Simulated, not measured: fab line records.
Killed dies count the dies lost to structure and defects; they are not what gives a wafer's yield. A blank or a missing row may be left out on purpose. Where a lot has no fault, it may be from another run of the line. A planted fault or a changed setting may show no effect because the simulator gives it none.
Matching of chambers || flow n5Finfet || 3 sister chambers for N5_BEOL_M0_CO_CAP_123 on cvdCo-02
The step material Co, precursor CCTBA/H2, target thk 2 nm, time 102.1 s. 22 wafers are shown with their chamber, then 11 later ones without.

== WAFERS PAIRED WITH THEIR CHAMBERS ==
{"wafer": "L074.2", "chamber": 0, "heaterPowerW (W)": 225}
{"wafer": "L074.3", "chamber": 2, "heaterPowerW (W)": 240}
{"wafer": "L074.5", "chamber": 1, "heaterPowerW (W)": 241}
{"wafer": "L079.3", "chamber": 1, "heaterPowerW (W)": 240}
{"wafer": "L079.4", "chamber": 0, "heaterPowerW (W)": 220}
{"wafer": "L079.6", "chamber": 2, "heaterPowerW (W)": 233}
{"wafer": "L083.1", "chamber": 2, "heaterPowerW (W)": 229}
{"wafer": "L083.3", "chamber": 0, "heaterPowerW (W)": 219}
{"wafer": "L083.6", "chamber": 2, "heaterPowerW (W)": 238}
{"wafer": "L084.1", "chamber": 2, "heaterPowerW (W)": 238}
{"wafer": "L084.3", "chamber": 1, "heaterPowerW (W)": 240}
{"wafer": "L084.4", "chamber": 2, "heaterPowerW (W)": 238}
{"wafer": "L086.1", "chamber": 1, "heaterPowerW (W)": 239}
{"wafer": "L086.2", "chamber": 0, "heaterPowerW (W)": 219}
{"wafer": "L086.6", "chamber": 2, "heaterPowerW (W)": 235}
{"wafer": "L087.3", "chamber": 1, "heaterPowerW (W)": 234}
{"wafer": "L087.5", "chamber": 2, "heaterPowerW (W)": 231}
{"wafer": "L087.6", "chamber": 0, "heaterPowerW (W)": 219}
{"wafer": "L088.1", "chamber": 1, "heaterPowerW (W)": 244}
{"wafer": "L088.3", "chamber": 0, "heaterPowerW (W)": 222}
{"wafer": "L088.5", "chamber": 1, "heaterPowerW (W)": 240}
{"wafer": "L089.3", "chamber": 0, "heaterPowerW (W)": 224}

SIGNATURES (averages over the wafers above)
{"reading": "heaterPowerW", "chamber 0": 221.14, "chamber 1": 239.71, "chamber 2": 235.25, "scatter within a chamber": 3.24}
Rule: distance of a wafer from a chamber = root of the sum over the readings of ((wafer's reading minus chamber's mean) / reading's scatter) squared. If the next closest chamber is less than 2 further off than the closest, the wafer can't be placed; otherwise it belongs to the closest. How the scatter is found: for the shown wafers, subtract from each reading the mean of its chamber, square and add these, divide the total by (wafers less chambers), then take the root.

== WAFERS WITH NO CHAMBER GIVEN ==
{"wafer": "L089.5", "heaterPowerW (W)": 220}
{"wafer": "L089.6", "heaterPowerW (W)": 230}
{"wafer": "L090.1", "heaterPowerW (W)": 218}
{"wafer": "L090.2", "heaterPowerW (W)": 232}
{"wafer": "L090.4", "heaterPowerW (W)": 243}
{"wafer": "L093.1", "heaterPowerW (W)": 239}
{"wafer": "L093.3", "heaterPowerW (W)": 238}
{"wafer": "L093.6", "heaterPowerW (W)": 221}
{"wafer": "L097.2", "heaterPowerW (W)": 234}
{"wafer": "L097.5", "heaterPowerW (W)": 232}
{"wafer": "L097.6", "heaterPowerW (W)": 220}

== EACH ONE'S CHAMBER ==
{"wafer": "L089.5", "from the rows above": 0, "in truth": 0}
{"wafer": "L089.6", "from the rows above": "can't be placed: 2 or 0 or 1", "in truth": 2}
{"wafer": "L090.1", "from the rows above": 0, "in truth": 0}
{"wafer": "L090.2", "from the rows above": "can't be placed: 2 or 1", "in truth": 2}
{"wafer": "L090.4", "from the rows above": "can't be placed: 1 or 2", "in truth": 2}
{"wafer": "L093.1", "from the rows above": "can't be placed: 1 or 2", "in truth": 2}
{"wafer": "L093.3", "from the rows above": "can't be placed: 1 or 2", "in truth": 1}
{"wafer": "L093.6", "from the rows above": 0, "in truth": 0}
{"wafer": "L097.2", "from the rows above": "can't be placed: 2 or 1", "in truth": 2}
{"wafer": "L097.5", "from the rows above": "can't be placed: 2 or 1", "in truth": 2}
{"wafer": "L097.6", "from the rows above": 0, "in truth": 0}
Placed correctly: 4 of 11. Can't be placed from these rows: 7 (the true chamber is among the candidates in 7). Placed wrongly: 0.
